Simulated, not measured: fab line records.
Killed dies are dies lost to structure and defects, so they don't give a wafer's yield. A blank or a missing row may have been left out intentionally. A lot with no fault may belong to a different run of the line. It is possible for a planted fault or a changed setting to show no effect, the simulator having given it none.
Chamber matching -- flow n5 finfet -- rie diel-03 running N5_PMOS_HMC_CHANNEL_EPI_ETCH_32: 4 sister chambers
The step etches BARC in N2/H2, stops on SiO2, target depth 85.8 nm, time 50.3 s. 14 wafers are shown with their chamber, then 7 later ones without.

EACH WAFER AND ITS CHAMBER
wafer,chamber,showerhead plenum p Torr (Torr),drypump motor current A (A),throttle valve pct (%)
L080.3,0,2.69,5.9,17.96
L080.5,0,2.69,5.9,17.96
L080.6,1,2.55,5.7,18.26
L083.1,0,2.69,5.9,17.97
L083.4,3,2.66,5.5,17.96
L083.6,3,2.65,5.5,17.94
L090.1,3,2.65,5.5,17.98
L090.4,0,2.69,5.9,17.99
L090.5,3,2.65,5.5,17.98
L092.1,2,2.43,5.6,17.96
L092.2,3,2.65,5.5,17.96
L092.5,3,2.65,5.5,17.98
L094.1,0,2.68,5.9,18.02
L094.4,2,2.43,5.7,17.94

SIGNATURES, as means of the wafers listed above
reading,chamber 0,chamber 1,chamber 2,chamber 3,scatter within a chamber
showerhead plenum p Torr,2.6880,2.5500,2.4300,2.6517,0.00404
drypump motor current A,5.900,5.700,5.650,5.500,0.0224
throttle valve pct,17.9800,18.2600,17.9500,17.9667,0.0203
Rule: distance of a wafer from a chamber = root of the sum over the readings of ((wafer's reading minus chamber's mean) / reading's scatter) squared. The wafer belongs to the nearest chamber; if the next one is less than 2 further off, it can't be placed. The scatter is the square root of a quotient: the sum, over the shown wafers, of each reading's squared deviation from its chamber's mean, divided by wafers minus chambers.

WAFERS WITH NO CHAMBER GIVEN
wafer,showerhead plenum p Torr (Torr),drypump motor current A (A),throttle valve pct (%)
L094.5,2.54,5.7,18.30
L096.1,2.43,5.7,17.96
L096.2,2.54,5.7,18.31
L096.3,2.68,5.9,17.99
L097.4,2.68,5.9,18.02
L097.5,2.68,5.9,18.01
L097.6,2.53,5.8,18.32

CHAMBER TAKEN BY EACH
wafer,from the rows above,in truth
L094.5,1,1
L096.1,2,2
L096.2,1,1
L096.3,0,0
L097.4,0,0
L097.5,0,0
L097.6,1,1
7 of 7 placed correctly. Number that these rows cannot place: 0. Wrongly placed: 0.
